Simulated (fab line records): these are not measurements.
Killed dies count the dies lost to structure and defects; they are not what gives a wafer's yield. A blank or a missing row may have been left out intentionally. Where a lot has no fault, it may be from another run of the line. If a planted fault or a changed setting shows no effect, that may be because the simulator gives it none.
What tool caused it? / flow n5-finfet / route of 1938 steps, sampled at 1 step: 9 lots, 27 wafers

## WHAT THE GAUGES READ, wafer by wafer
N5_BEOL_M4_RC_MEAS_101.
lot=L974; measured=day 8 13:38; on=prober-02; DIBL_N (mV/V)=36.3 37.3 37.1
lot=L976; measured=day 9 08:32; on=prober-01; DIBL_N (mV/V)=37.3 36.5 34.3
lot=L977; measured=day 10 01:50; on=prober-02; DIBL_N (mV/V)=36.2 35.3 37.4
lot=L979; measured=day 10 04:14; on=prober-01; DIBL_N (mV/V)=37.7 35.6 35.2
lot=L980; measured=day 10 08:41; on=prober-02; DIBL_N (mV/V)=37.7 37.3 37.0
lot=L992; measured=day 13 06:59; on=prober-02; DIBL_N (mV/V)=33.0 38.4 35.4
lot=L991; measured=day 13 17:14; on=prober-02; DIBL_N (mV/V)=40.5 37.6 38.3
lot=L990; measured=day 14 05:20; on=prober-02; DIBL_N (mV/V)=35.7 35.1 36.1
lot=L994; measured=day 15 03:51; on=prober-02; DIBL_N (mV/V)=38.7 36.5 34.7

## EACH LOT AND THE TOOL THAT RAN IT (in order: tool; ch and the chambers of the sampled wafers; start)
The record shows no process step preceding these readings.

## THE ANSWER, worked out from the rows above alone
Rule: usual is defined by the lots themselves. The widest of any qualifying gaps counts: lots, ordered by their means at a reading, are off when they make up no more than a third of the lots, leave a main group of 4 or more, and stand apart from it by 3 or more times the standard deviation of that group's means. A main group is skipped when, at the precision printed for the reading in the tables above, its means are all equal. A lot without any number at a reading at which 4 lots or more have one is off too. All remaining lots with rows at the step are treated as sound.
No lot is off on any of the readings shown, so nothing can be concluded from this.

## WHAT THE SIMULATOR HAD INSERTED
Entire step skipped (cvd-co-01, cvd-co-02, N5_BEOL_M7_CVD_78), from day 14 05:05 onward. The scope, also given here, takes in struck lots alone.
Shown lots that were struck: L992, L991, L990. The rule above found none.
